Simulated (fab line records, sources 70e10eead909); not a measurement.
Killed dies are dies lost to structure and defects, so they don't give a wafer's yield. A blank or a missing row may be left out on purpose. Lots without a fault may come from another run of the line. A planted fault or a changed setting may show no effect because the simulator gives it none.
fab line records | flow nand_harc | part 2 of 2: steps 5 to 6 of 6
record lots=23 wafers=69 last_day=34
route steps=1302 shown A_STAIRCASE@734
lots that met no fault: from a run of the same line without faults
start_h: hours from the record's first day to the start of the lot's first wafer shown | wait_h: hours since the lot's step before | " the same as in the row above | L1.1+2: a row that stands for several wafers | - no value, or no start given | * or withheld: withheld | < > ~ a bound
route shown NAME@n: a module of which the file shows steps, and the number in the route of the first | usual: mean/standard deviation of fault-free wafers | same: alike in all rows | chamber/n: place in a boat | sites: the reading at each site | _std_site: their standard deviation | _edge_site: outer sites' mean less inner sites' | radius_mm: how far each site lies from the wafer's centre | mask NAME#n: copy n | behind: the tool/chamber that last shaped the wafer | hold: why the lot was held/for how many hours/how that ended | device: the transistor (n, p or np) that didn't switch | end of line: the same wafers' tests at the end of the route | a step without rows: its recipe alone | killed: dies lost to structure and defects at the first sort, not the wafer's yield | map: a wafer's dies, x killed, . not, _ none there
set.NAME: the setting as run; set.NAME@STEP: as run at that earlier step | model.NAME: the simulator's own value behind a step, which no gauge read
steps of the route over a sample of lots; a table a step, a row a wafer
services: from which hour (start_h, from the record's first day; less than 0 if before it) a tool's chamber was out of use, for how many hours, and why
## steps
# step NHARC_A_STAIRCASE_DESCUM_252
# recipe time_s=3 o2_flow_sccm=200 ar_flow_sccm=0 bias_power_w=0 chemistry=O2
# usual drypump_motor_current_A=5.8/0.5 oes_product_au=0.998/0.0074 rf_vpp_V=57.9/0.89 showerhead_plenum_p_Torr=1.93/0.071 throttle_valve_pct=11.312/0.0086
# columns lot.wafer tool chamber start_h wait_h drypump_motor_current_A oes_product_au rf_hours_counter_h rf_vpp_V showerhead_plenum_p_Torr throttle_valve_pct
L074.3 rie_diel-12 2 361.61 - 5.4 0.994 25 58.6 1.98 11.322
L074.5 " 0 " " 5.0 0.988 - 57.9 1.87 11.326
L074.6 " 1 " " 5.5 0.976 - 58.5 1.96 11.321
L075.2 rie_diel-12 3 378.28 - 6.1 1.005 33 56.6 1.86 11.313
L075.6 " 2 " " 5.4 0.993 - 57.8 1.98 11.315
L075.5 " 3 " " 6.1 1.001 - 57.2 1.86 11.312
L076.3 rie_diel-11 1 378.43 - 6.2 0.999 36 57.1 2.00 11.299
L076.2 " 3 " " 5.0 0.999 38 59.3 1.90 11.320
L076.6 " 1 " " 6.2 1.001 - 59.4 2.00 11.321
L077.2 rie_diel-11 2 389.90 - 6.1 0.995 37 57.2 1.97 11.324
L077.6 " 3 " " 5.0 0.999 - 58.7 1.90 11.298
L077.5 " 0 " " 6.3 0.998 - 59.5 1.98 11.310
L078.4 rie_diel-12 0 406.91 - 5.0 1.006 45 56.0 1.86 11.297
L078.1 " 1 " " 5.5 0.986 49 57.1 1.96 11.301
L078.6 " 0 " " 5.0 0.997 - 55.2 1.86 11.319
L079.3 rie_diel-12 1 410.43 - 5.5 0.984 49 60.5 1.96 11.322
L079.1 " 2 " " 5.5 1.002 46 57.5 1.97 11.316
L079.5 " 3 " " 6.1 0.988 - 58.2 1.86 11.302
L080.1 rie_diel-11 1 423.65 - 6.2 1.000 49 58.2 2.00 11.308
L080.3 " 2 " " 6.1 1.007 47 58.5 1.96 11.311
L080.2 " 3 " " 5.0 0.996 54 56.5 1.89 11.313
L081.1 rie_diel-12 2 431.20 - 5.5 1.003 53 56.9 1.97 11.314
L081.3 " 1 " " 5.5 0.995 56 57.8 1.95 11.327
L081.6 " 2 " " 5.5 1.004 - 58.4 1.97 11.313
L082.4 rie_diel-04 3 434.63 - 6.0 1.003 26 57.4 2.03 11.319
L082.2 " 0 " " 5.2 1.001 22 57.1 1.84 11.315
L082.6 " 2 " " 6.2 0.996 - 58.0 1.97 11.309
L083.2 rie_diel-11 2 446.97 - 6.1 1.007 2 58.5 1.96 11.310
L083.4 " 3 " " 5.0 0.991 2 58.1 1.89 11.318
L083.5 " 1 " " 6.2 1.004 - 57.2 1.99 11.316
L084.1 rie_diel-12 2 466.03 - 5.4 0.991 4 56.9 1.97 11.300
L084.2 " 3 " " 6.1 0.981 5 57.5 1.85 11.321
L084.4 " 1 " " 5.5 0.990 4 57.7 1.95 11.322
L086.2 rie_diel-04 2 468.35 - 6.2 1.000 40 58.0 1.96 11.319
L086.4 " 0 " " 5.3 1.005 - 57.3 1.83 11.325
L086.5 " 3 " " 6.0 1.002 - 58.8 2.02 11.310
L085.2 rie_diel-04 3 468.92 - 5.9 1.003 42 59.1 2.02 11.305
L085.3 " 2 " " 6.2 0.990 41 58.6 1.96 11.306
L085.4 " 2 " " 6.2 1.003 - 58.1 1.96 11.325
L087.2 rie_diel-12 2 502.74 - 5.4 0.980 15 58.3 1.96 11.306
L087.3 " 3 " " 6.1 0.989 16 58.7 1.85 11.294
L087.1 " 1 " " 5.5 0.990 12 58.5 1.95 11.309
L089.2 rie_diel-11 0 507.69 - 6.3 1.006 21 58.3 1.97 11.315
L089.1 " 3 " " 5.0 0.993 27 59.9 1.88 11.312
L089.5 " 0 " " 6.3 1.005 - 58.3 1.97 11.310
L088.3 rie_diel-04 2 526.91 - 6.2 1.000 64 57.7 1.95 11.307
L088.1 " 3 " " 6.0 1.004 64 58.3 2.02 11.300
L088.2 " 0 " " 5.2 1.012 51 57.9 1.83 11.292
L090.2 rie_diel-04 2 532.95 - 6.2 0.996 66 57.4 1.95 11.313
L090.5 " 1 " " 6.6 1.003 - 56.5 1.77 11.303
L090.6 " 2 " " 6.2 0.996 - 57.2 1.95 11.309
L093.2 rie_diel-04 3 546.52 - 6.0 1.009 1 56.4 2.02 11.307
L093.3 " 0 " " 5.3 0.999 0 58.4 1.83 11.324
L093.5 " 0 " " 5.3 1.005 - 56.8 1.83 11.303
L092.1 rie_diel-12 2 550.15 - 5.4 0.991 27 58.6 1.96 11.315
L092.4 " 0 " " 5.0 0.995 30 57.3 1.85 11.322
L092.6 " 1 " " 5.5 0.992 - 59.0 1.94 11.324
L094.3 rie_diel-04 2 557.73 - 6.2 0.988 4 58.1 1.95 11.321
L094.4 " 0 " " 5.2 0.992 4 57.5 1.82 11.302
L094.6 " 3 " " 6.0 0.998 - 60.5 2.01 11.334
L095.1 rie_diel-12 1 564.80 - 5.5 0.998 29 56.7 1.94 11.305
L095.5 " 2 " " 5.4 0.996 - 57.4 1.96 11.302
L095.4 " 0 " " 5.0 0.996 - 57.0 1.85 11.315
L097.3 rie_diel-12 3 592.61 - 6.1 1.006 43 57.1 1.84 11.314
L097.4 " 0 " " 5.0 1.003 44 57.7 1.84 11.320
L097.6 " 0 " " 5.0 0.995 - 58.2 1.84 11.305
L096.3 rie_diel-04 3 623.76 - 6.0 0.994 22 58.2 2.01 11.319
L096.2 " 2 " " 6.2 0.989 25 57.8 1.95 11.323
L096.6 " 3 " " 6.0 1.005 - 58.0 2.01 11.313
# step NHARC_A_STAIRCASE_ETCH_451
# recipe target_depth_a=300 overetch_a=30 time_s=16.5 ion_energy_ev=100 cf4_flow_sccm=80 o2_flow_sccm=20 ar_flow_sccm=0 rf_w=300 bias_w=100 chemistry=CF4/O2
# usual drypump_motor_current_A=5.8/0.52 oes_product_au=0.999/0.0081 rf_vpp_V=198.1/1.2 showerhead_plenum_p_Torr=1.35/0.046 throttle_valve_pct=13.397/0.009
# columns lot.wafer tool chamber start_h wait_h drypump_motor_current_A oes_product_au rf_hours_counter_h rf_vpp_V showerhead_plenum_p_Torr throttle_valve_pct
L074.3 rie_diel-04 3 - - 6.0 1.000 0 198.7 1.42 13.404
L074.5 " 3 " " 6.0 0.999 - 200.6 1.42 13.381
L074.6 " 0 " " 5.3 0.997 - 197.0 1.29 13.396
L075.2 rie_diel-04 3 - - 6.0 1.004 7 199.5 1.42 13.384
L075.6 " 3 " " 6.0 1.004 - 199.7 1.42 13.384
L075.5 " 0 " " 5.3 1.000 - 198.5 1.29 13.389
L076.3 rie_diel-12 2 - - 5.5 0.998 38 198.1 1.38 13.401
L076.2 " 0 " " 5.0 0.996 39 197.4 1.30 13.401
L076.6 " 1 " " 5.5 0.974 - 198.9 1.37 13.396
L077.2 rie_diel-04 0 - - 5.2 0.999 11 197.4 1.28 13.398
L077.5 " 2 " " 6.2 1.004 - 199.0 1.37 13.403
L077.6 " 0 " " 5.2 1.006 - 197.1 1.28 13.396
L078.4 rie_diel-12 0 - - 5.0 1.005 46 196.9 1.30 13.389
L078.1 " 1 " " 5.5 1.001 49 199.2 1.36 13.406
L078.6 " 1 " " 5.5 0.997 - 199.0 1.36 13.408
L079.3 rie_diel-11 0 - - 6.3 0.998 52 199.0 1.38 13.388
L079.1 " 1 " " 6.2 0.987 46 199.9 1.39 13.395
L079.5 " 0 " " 6.3 1.008 - 198.0 1.38 13.389
L080.2 rie_diel-12 1 - - 5.5 0.999 55 198.7 1.36 13.398
L080.1 " 2 " " 5.5 1.003 52 198.3 1.37 13.403
L080.3 " 3 " " 6.1 0.999 50 197.1 1.30 13.393
L081.3 rie_diel-11 0 - - 6.3 1.006 0 197.0 1.38 13.423
L081.1 " 1 " " 6.2 1.011 0 199.2 1.39 13.381
L081.6 " 3 " " 5.0 0.992 - 196.6 1.32 13.391
L082.4 rie_diel-12 1 - - 5.5 0.996 59 198.2 1.36 13.386
L082.2 " 2 " " 5.4 0.992 56 199.4 1.37 13.391
L082.6 " 1 " " 5.5 0.996 - 200.1 1.36 13.407
L083.2 rie_diel-12 1 - - 5.5 0.995 0 197.7 1.36 13.407
L083.4 " 2 " " 5.4 0.994 0 197.9 1.37 13.410
L083.5 " 0 " " 5.0 1.004 - 195.6 1.30 13.390
L084.1 rie_diel-11 3 - - 5.0 0.996 14 198.3 1.32 13.403
L084.4 " 0 " " 6.3 1.009 11 199.8 1.37 13.400
L084.2 " 1 " " 6.2 0.999 12 199.0 1.39 13.405
L086.2 rie_diel-04 0 - - 5.3 0.999 38 196.5 1.28 13.397
L086.5 " 0 " " 5.2 1.001 - 198.8 1.28 13.395
L086.4 " 3 " " 6.0 0.999 - 198.3 1.41 13.385
L085.4 rie_diel-12 3 - - 6.1 0.995 9 198.2 1.29 13.390
L085.2 " 0 " " 5.0 0.998 7 196.7 1.30 13.394
L085.3 " 2 " " 5.4 1.002 9 199.8 1.37 13.398
L087.3 rie_diel-04 1 - - 6.5 0.996 28 196.6 1.24 13.403
L087.2 " 2 " " 6.2 0.992 50 197.1 1.37 13.404
L087.1 " 0 " " 5.3 0.994 43 196.9 1.28 13.392
L089.2 rie_diel-11 3 - - 5.0 0.989 29 197.0 1.31 13.394
L089.1 " 2 " " 6.1 0.999 31 198.9 1.36 13.405
L089.5 " 0 " " 6.3 0.992 - 198.1 1.37 13.379
L088.3 rie_diel-11 1 - - 6.2 1.009 38 199.3 1.38 13.402
L088.1 " 3 " " 5.0 0.996 35 198.3 1.31 13.399
L088.2 " 0 " " 6.3 1.014 35 198.6 1.37 13.420
L090.2 rie_diel-11 0 - - 6.3 1.002 37 200.5 1.37 13.394
L090.5 " 2 " " 6.1 1.009 - 198.1 1.36 13.390
L090.6 " 3 " " 5.0 0.996 - 197.8 1.31 13.414
L093.3 rie_diel-11 2 - - 6.1 1.005 44 198.0 1.36 13.395
L093.2 " 1 " " 6.2 1.013 44 198.9 1.38 13.393
L093.5 " 2 " " 6.1 1.007 - 196.6 1.36 13.400
L092.1 rie_diel-04 1 - - 6.6 1.008 3 200.7 1.44 13.377
L092.4 " 2 " " 6.2 0.994 3 198.8 1.36 13.407
L092.6 " 1 " " 6.6 0.999 - 200.0 1.45 13.384
L094.3 rie_diel-11 2 - - 6.1 1.014 47 198.7 1.36 13.400
L094.4 " 0 " " 6.3 1.000 45 199.5 1.37 13.387
L094.6 " 1 " " 6.2 1.012 - 199.2 1.38 13.402
L095.1 rie_diel-11 3 - - 5.0 1.000 47 198.5 1.31 13.395
L095.4 " 2 " " 6.1 1.020 50 199.3 1.36 13.399
L095.5 " 0 " " 6.3 1.007 - 197.4 1.36 13.397
L097.4 rie_diel-12 3 - - 6.1 0.988 44 196.1 1.28 13.394
L097.3 " 1 " " 5.5 1.013 39 197.3 1.35 13.406
L097.6 " 3 " " 6.1 0.996 - 196.9 1.28 13.407
L096.3 rie_diel-04 1 - - 6.6 0.995 24 199.7 1.44 13.405
L096.2 " 2 " " 6.2 0.986 27 197.3 1.36 13.388
L096.6 " 1 " " 6.6 1.002 - 200.4 1.44 13.401
## services
# columns tool chamber start_h hours kind
rie_diel-12 - 335.31 2.3 repair
rie_diel-04 0 337.25 - clean
rie_diel-04 1 337.25 - clean
rie_diel-04 2 337.25 - clean
rie_diel-04 3 337.25 - clean
rie_diel-04 - 357.82 9.0 pm
rie_diel-04 0 357.82 9.0 vent_cycle
rie_diel-04 1 357.82 9.0 vent_cycle
rie_diel-04 2 357.82 9.0 vent_cycle
rie_diel-04 3 357.82 9.0 vent_cycle
rie_diel-04 0 366.82 - clean
rie_diel-04 1 395.52 5.5 repair
rie_diel-12 - 396.22 1.2 repair
rie_diel-04 1 411.04 2.2 repair
rie_diel-04 0 416.90 7.5 repair
rie_diel-12 - 445.50 9.0 pm
rie_diel-04 1 446.43 59.4 repair
rie_diel-11 2 488.06 1.5 repair
rie_diel-04 - 534.82 9.0 pm
rie_diel-12 3 562.56 6.0 repair
rie_diel-11 3 579.65 3.0 repair
rie_diel-11 - 609.54 9.0 pm
rie_diel-04 0 614.70 15.9 repair
rie_diel-12 - 622.57 9.0 pm
